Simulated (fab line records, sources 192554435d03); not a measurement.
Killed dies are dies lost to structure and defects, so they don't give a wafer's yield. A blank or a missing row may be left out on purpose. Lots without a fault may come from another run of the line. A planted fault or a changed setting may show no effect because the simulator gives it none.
fab line records | flow n5_finfet
record lots=9 wafers=27 last_day=18
route steps=1938 shown WELL_APT@36 PMOS_HMC_CHANNEL_EPI@68 BEOL_M4@1111
lots that met no fault: from a run of the same line without faults
start_h: hours from the record's first day to the start of the lot's first wafer shown | wait_h: hours since the lot's step before | " the same as in the row above | L1.1+2: a row that stands for several wafers | - no value, or no start given | * or withheld: withheld | < > ~ a bound
route shown NAME@n: a module of which the file shows steps, and the number in the route of the first | usual: mean/standard deviation of fault-free wafers | same: alike in all rows | chamber/n: place in a boat | sites: the reading at each site | _std_site: their standard deviation | _edge_site: outer sites' mean less inner sites' | radius_mm: how far each site lies from the wafer's centre | mask NAME#n: copy n | behind: the tool/chamber that last shaped the wafer | hold: why the lot was held/for how many hours/how that ended | device: the transistor (n, p or np) that didn't switch | end of line: the same wafers' tests at the end of the route | a step without rows: its recipe alone | killed: dies lost to structure and defects at the first sort, not the wafer's yield | map: a wafer's dies, x killed, . not, _ none there
set.NAME: the setting as run; set.NAME@STEP: as run at that earlier step | model.NAME: the simulator's own value behind a step, which no gauge read
steps of the route over a sample of lots; a table a step, a row a wafer
services: from which hour (start_h, from the record's first day; less than 0 if before it) a tool's chamber was out of use, for how many hours, and why
## steps
# step N5_WELL_APT_COAT_19
# recipe spin_rpm=1357 resist_thk_nm=950
# usual spin_speed_rpm=1357.0/1.2
# columns lot.wafer tool chamber start_h wait_h spin_speed_rpm
L990.1 litho_track-01 0 14.66 - 1356.1
L990.3 " 0 " " 1356.7
L990.6 " 0 " " 1356.1
L992.1 litho_track-02 0 26.45 - 1357.8
L992.3 " 0 " " 1358.2
L992.6 " 0 " " 1355.3
L102.1 litho_track-05 0 87.07 - 1358.3
L102.3 " 0 " " 1357.1
L102.4 " 0 " " 1356.7
L103.2 litho_track-01 0 92.53 - 1356.6
L103.3 " 0 " " 1356.6
L103.5 " 0 " " 1356.9
L104.1 litho_track-01 0 98.81 - 1428.2
L104.4 " 0 " " 1428.3
L104.5 " 0 " " 1428.8
L105.1 litho_track-01 0 104.67 - 1428.1
L105.5 " 0 " " 1428.0
L105.6 " 0 " " 1427.9
L110.1 litho_track-02 0 134.53 - 1356.5
L110.5 " 0 " " 1357.0
L110.6 " 0 " " 1355.9
L111.2 litho_track-05 0 140.93 - 1356.3
L111.4 " 0 " " 1358.1
L111.6 " 0 " " 1358.1
L113.1 litho_track-02 0 152.41 - 1357.4
L113.2 " 0 " " 1357.3
L113.3 " 0 " " 1358.7
# step N5_WELL_APT_RTA_34
# recipe temp_c=1000 time_s=10 ambient=N2 idle_temp_c=600 ramp_up_c_per_s=150 ramp_down_c_per_s=60 cool_to_c=600
# usual lamp_power_pct=13.01/0.056 lamp_zone_3_pct=12.993/0.025 wafer_temp_C_max=1003.6/1
# same time_s=10
# columns lot.wafer tool chamber start_h wait_h lamp_power_pct lamp_zone_3_pct wafer_temp_C_max
L990.1 rtp_anneal-01 0 15.96 0.0 13.05 13.017 1005.6
L990.3 " 0 " " 13.09 12.962 1003.3
L990.6 " 0 " " 13.04 12.999 1002.6
L992.1 rtp_anneal-02 0 27.60 0.0 12.96 12.973 1003.8
L992.3 " 0 " " 13.03 12.988 1004.6
L992.6 " 0 " " 13.12 12.990 1002.5
L102.1 rtp_anneal-01 0 88.19 0.0 13.04 12.983 1002.4
L102.3 " 0 " " 13.11 12.987 1003.7
L102.4 " 0 " " 13.02 12.976 1003.6
L103.2 rtp_anneal-02 0 93.71 0.1 12.97 13.037 1005.7
L103.3 " 0 " " 13.03 12.949 1001.8
L103.5 " 0 " " 13.01 12.957 1004.6
L104.1 rtp_anneal-01 0 100.16 0.1 12.98 12.988 1004.1
L104.4 " 0 " " 13.00 13.007 1004.3
L104.5 " 0 " " 13.05 12.989 1003.9
L105.1 rtp_anneal-01 0 105.87 0.1 12.90 12.986 1004.5
L105.5 " 0 " " 13.11 12.979 1003.5
L105.6 " 0 " " 12.99 12.984 1003.6
L110.1 rtp_anneal-01 0 137.25 1.5 12.99 13.001 1002.8
L110.5 " 0 " " 13.01 12.948 1005.1
L110.6 " 0 " " 13.02 12.990 1003.5
L111.2 rtp_anneal-01 0 142.64 0.5 12.89 12.989 1003.0
L111.4 " 0 " " 13.04 13.053 1003.3
L111.6 " 0 " " 13.02 12.989 1001.7
L113.1 rtp_anneal-01 0 153.54 0.0 13.05 12.980 1003.2
L113.2 " 0 " " 12.83 12.965 1003.2
L113.3 " 0 " " 12.98 12.966 1002.8
# step N5_PMOS_HMC_CHANNEL_EPI_DESCUM_14
# recipe chemistry=O2 time_s=7.9 source_power_w=50 bias_power_w=20 pressure_mtorr=20 rf_frequency_hz=2.712e+07 temp_c=40 resist=CAR-ArF-block o2_flow_sccm=225
# usual drypump_motor_current_A=5.5/0.39 oes_product_au=0.78/0.089 rf_vpp_V=243.4/1.3 showerhead_plenum_p_Torr=2.11/0.065 throttle_valve_pct=20.42/0.13
# same time_s=7.9
# columns lot.wafer tool chamber start_h wait_h drypump_motor_current_A oes_product_au rf_hours_counter_h rf_vpp_V showerhead_plenum_p_Torr throttle_valve_pct
L990.1 rie_diel-04 3 17.86 0.5 5.7 0.94 10 244.3 2.12 20.30
L990.3 " 0 " " 5.9 0.83 81 244.3 2.14 20.34
L990.6 " 3 " " 5.7 0.94 - 243.6 2.12 20.30
L992.1 rie_diel-02 3 29.23 0.0 5.2 0.75 126 243.2 2.19 20.54
L992.3 " 2 " " 5.6 0.79 117 243.7 2.12 20.24
L992.6 " 3 " " 5.2 0.75 - 245.6 2.19 20.54
L102.1 rie_diel-05 1 89.49 0.1 5.6 0.78 126 243.1 2.12 20.45
L102.3 " 0 " " 6.2 0.77 141 244.0 2.17 20.56
L102.4 " 0 " " 6.2 0.77 - 245.2 2.17 20.55
L103.2 rie_diel-04 2 95.10 0.0 6.4 0.91 23 245.7 2.14 20.45
L103.3 " 0 " " 5.9 0.80 110 242.6 2.13 20.39
L103.5 " 2 " " 6.4 0.91 - 243.9 2.14 20.45
L104.1 rie_diel-02 3 101.56 0.0 5.2 0.73 148 245.6 2.18 20.58
L104.4 " 1 " " 4.9 0.71 228 244.0 2.14 20.35
L104.5 " 1 " " 4.9 0.70 - 242.9 2.14 20.34
L105.1 rie_diel-05 0 107.24 0.1 6.2 0.76 148 244.8 2.17 20.56
L105.5 " 1 " " 5.6 0.78 - 242.6 2.12 20.46
L105.6 " 2 " " 5.5 0.95 - 243.6 2.16 20.42
L110.1 rie_diel-04 3 139.03 0.4 5.7 0.91 25 242.4 2.11 20.31
L110.5 " 2 " " 6.4 0.89 - 243.6 2.13 20.48
L110.6 " 3 " " 5.7 0.90 - 243.6 2.11 20.31
L111.2 rie_diel-02 0 144.02 0.0 5.4 0.68 244 242.1 1.97 20.34
L111.4 " 2 " " 5.6 0.76 152 243.3 2.11 20.31
L111.6 " 0 " " 5.4 0.69 - 241.1 1.97 20.34
L113.1 rie_diel-02 0 155.12 0.2 5.4 0.68 249 241.0 1.97 20.36
L113.2 " 2 " " 5.6 0.75 154 242.5 2.11 20.32
L113.3 " 1 " " 4.9 0.69 244 243.7 2.13 20.37
# step N5_PMOS_HMC_CHANNEL_EPI_HM_OPEN_15
# recipe chemistry=CHF3/O2 target=SiO2 mask_material=CAR-ArF-block target_depth_a=406 CHF3_flow_sccm=50 O2_flow_sccm=5 Ar_flow_sccm=200 time_s=20.3 pressure_mtorr=30 source_w=650 bias_w=170 ion_energy_ev=200
# usual drypump_motor_current_A=5.5/0.39 oes_product_au=0.77/0.089 rf_vpp_V=525/5.7 showerhead_plenum_p_Torr=2.43/0.075 throttle_valve_pct=18.90/0.17
# same time_s=20.3
# columns lot.wafer tool chamber start_h wait_h drypump_motor_current_A oes_product_au rf_hours_counter_h rf_vpp_V showerhead_plenum_p_Torr throttle_valve_pct
L990.1 rie_diel-04 3 17.94 0.0 5.7 0.93 10 537 2.47 18.93
L990.3 " 0 " " 5.9 0.84 81 519 2.45 18.73
L990.6 " 3 " " 5.7 0.94 - 537 2.47 18.94
L992.1 rie_diel-02 3 29.30 0.0 5.1 0.76 126 533 2.53 19.09
L992.3 " 2 " " 5.6 0.79 117 522 2.42 18.60
L992.6 " 3 " " 5.2 0.75 - 533 2.53 19.09
L102.1 rie_diel-05 1 89.57 0.0 5.6 0.78 126 522 2.43 18.86
L102.3 " 0 " " 6.2 0.77 141 528 2.51 19.14
L102.4 " 0 " " 6.2 0.76 - 528 2.51 19.15
L103.2 rie_diel-04 2 95.18 0.0 6.4 0.93 23 530 2.46 18.91
L103.3 " 0 " " 5.9 0.80 110 518 2.44 18.78
L103.5 " 2 " " 6.4 0.92 - 531 2.46 18.89
L104.1 rie_diel-02 3 101.64 0.0 5.2 0.73 148 533 2.52 19.12
L104.4 " 1 " " 4.9 0.69 228 519 2.47 18.93
L104.5 " 1 " " 5.0 0.69 - 519 2.47 18.93
L105.1 rie_diel-05 0 107.31 0.0 6.2 0.76 148 530 2.51 19.16
L105.5 " 1 " " 5.6 0.77 - 522 2.43 18.88
L105.6 " 2 " " 5.5 0.94 - 523 2.45 18.69
L110.1 rie_diel-04 3 139.10 0.0 5.7 0.90 25 535 2.46 18.96
L110.5 " 2 " " 6.4 0.89 - 529 2.46 18.93
L110.6 " 3 " " 5.7 0.89 - 536 2.46 18.96
L111.2 rie_diel-02 0 144.10 0.0 5.4 0.68 244 521 2.27 18.84
L111.4 " 2 " " 5.6 0.76 152 523 2.40 18.68
L111.6 " 0 " " 5.4 0.68 - 520 2.27 18.85
L113.1 rie_diel-02 0 155.20 0.0 5.4 0.68 249 520 2.27 18.87
L113.2 " 2 " " 5.6 0.76 154 522 2.40 18.65
L113.3 " 1 " " 4.9 0.68 244 519 2.47 18.96
# step N5_BEOL_M4_RC_MEAS_101
# usual DIBL_N=35.7/1.5 DIBL_P=35.7/2 IOFF_N=0.155/0.026 IOFF_P=0.20/0.031 ION_N=675/11 ION_P=462/7.1 SS_N=71.3/0.57 SS_P=73.1/0.56 VT_N=250/3 VT_P=-251/3
# columns lot.wafer tool chamber start_h wait_h DIBL_N[mV/V] DIBL_P[mV/V] IOFF_N[nA/um] IOFF_P[nA/um] ION_N[uA/um] ION_P[uA/um] SS_N[mV/dec] SS_P[mV/dec] VT_N[mV] VT_P[mV]
L990.1 prober-02 0 175.87 0.0 36.7 36.3 0.153 0.21 667 459 71.6 72.7 251 -252
L990.3 " 0 " " 37.2 36.8 0.171 0.23 673 459 71.7 73.6 250 -249
L990.6 " 0 " " 35.3 34.4 0.142 0.18 666 461 71.2 72.6 252 -251
L992.1 prober-02 0 194.13 0.0 34.0 33.8 0.141 0.19 683 462 71.2 72.1 250 -250
L992.3 " 0 " " 36.0 37.2 0.186 0.26 685 468 71.9 73.3 245 -246
L992.6 " 0 " " 33.7 33.5 0.142 0.19 678 465 70.4 72.3 249 -250
L102.1 prober-01 0 252.89 0.0 35.4 35.9 0.176 0.23 693 478 71.7 73.7 246 -247
L102.3 " 0 " " 34.8 35.0 0.153 0.21 682 471 70.9 73.1 249 -248
L102.4 " 0 " " 34.9 34.9 0.155 0.21 678 470 70.7 73.3 248 -250
L103.2 prober-02 0 255.97 0.2 40.4 41.2 0.250 0.28 700 466 72.0 74.0 243 -248
L103.3 " 0 " " 35.7 35.2 0.151 0.19 672 460 70.9 72.9 250 -254
L103.5 " 0 " " 37.5 37.8 0.180 0.21 685 466 71.6 73.3 250 -252
L105.1 prober-02 0 260.39 0.0 37.2 36.8 0.162 0.21 670 459 71.5 73.0 253 -248
L105.5 " 0 " " 37.9 38.4 0.173 0.23 679 462 71.5 73.5 250 -249
L105.6 " 0 " " 36.4 36.6 0.152 0.21 672 456 72.0 72.5 251 -250
L104.1 prober-02 0 267.64 0.0 34.9 35.7 0.146 0.18 680 461 70.7 72.8 249 -250
L104.4 " 0 " " 35.6 35.3 0.153 0.18 667 459 70.9 73.2 250 -250
L104.5 " 0 " " 35.3 36.2 0.148 0.20 676 465 70.3 73.6 250 -252
L110.1 prober-01 0 305.37 0.0 34.4 34.9 0.137 0.18 666 456 71.0 72.7 251 -253
L110.5 " 0 " " 33.9 34.4 0.128 0.18 659 456 71.1 72.4 252 -255
L110.6 " 0 " " 36.7 37.3 0.166 0.21 675 459 71.2 73.2 250 -253
L111.2 prober-02 0 312.09 0.2 31.0 29.9 0.093 0.14 657 459 69.6 71.6 255 -254
L111.4 " 0 " " 36.2 35.2 0.162 0.20 678 460 71.8 73.4 248 -250
L111.6 " 0 " " 37.6 38.5 0.201 0.26 679 464 71.5 73.3 249 -248
L113.1 prober-02 0 320.07 0.0 36.7 38.3 0.173 0.21 680 466 72.6 73.2 247 -251
L113.2 " 0 " " 37.4 38.4 0.189 0.22 674 461 71.5 73.3 246 -251
L113.3 " 0 " " 35.5 37.9 0.159 0.21 683 462 72.3 72.8 249 -250
## services
# columns tool chamber start_h hours kind
rie_diel-02 2 -8.75 14.2 repair
rie_diel-02 2 19.97 4.2 repair
rie_diel-05 2 23.06 - clean
rie_diel-05 2 23.06 - consumable_replace:esc
rie_diel-05 2 23.06 - consumable_replace:focus_ring
rie_diel-05 2 23.06 20.2 scheduled_down
rie_diel-05 2 23.06 20.2 vent_cycle
rie_diel-04 2 27.76 - clean
rie_diel-04 2 27.76 - consumable_replace:focus_ring
rie_diel-04 2 27.76 11.5 scheduled_down
rie_diel-04 2 27.76 11.5 vent_cycle
rie_diel-04 3 28.67 77.2 repair
rie_diel-05 3 55.54 9.2 repair
rie_diel-04 0 57.00 4.1 repair
rie_diel-05 2 63.93 2.1 repair
rtp_anneal-02 - 102.35 86.3 pm
rie_diel-04 1 105.94 - clean
rie_diel-04 1 105.94 - consumable_replace:focus_ring
rie_diel-04 1 105.94 40.1 scheduled_down
rie_diel-04 1 105.94 40.1 vent_cycle
rie_diel-05 1 112.71 3.3 repair
rie_diel-04 2 143.32 5.9 repair
rie_diel-04 - 144.48 0.2 repair
rie_diel-02 2 145.20 5.7 repair
## key
first_sign step=N5_WELL_APT_COAT_19 reading=spin_speed_rpm direction=up sigmas=60 usual=* struck=*
effect none on later readings
met_at N5_WELL_APT_COAT_19
struck_lots L104,L105
not_acting_at N5_WELL_APT_RTA_34,N5_PMOS_HMC_CHANNEL_EPI_DESCUM_14,N5_PMOS_HMC_CHANNEL_EPI_HM_OPEN_15
onset_between 92.53 98.81
fault kind=process_parameter_drift tool=litho_track-01 chamber=- onset_h=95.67 steps=N5_WELL_APT_COAT_19 channel=spin_rpm offset=* shape=step end_h=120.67 acts_in=* stated=*
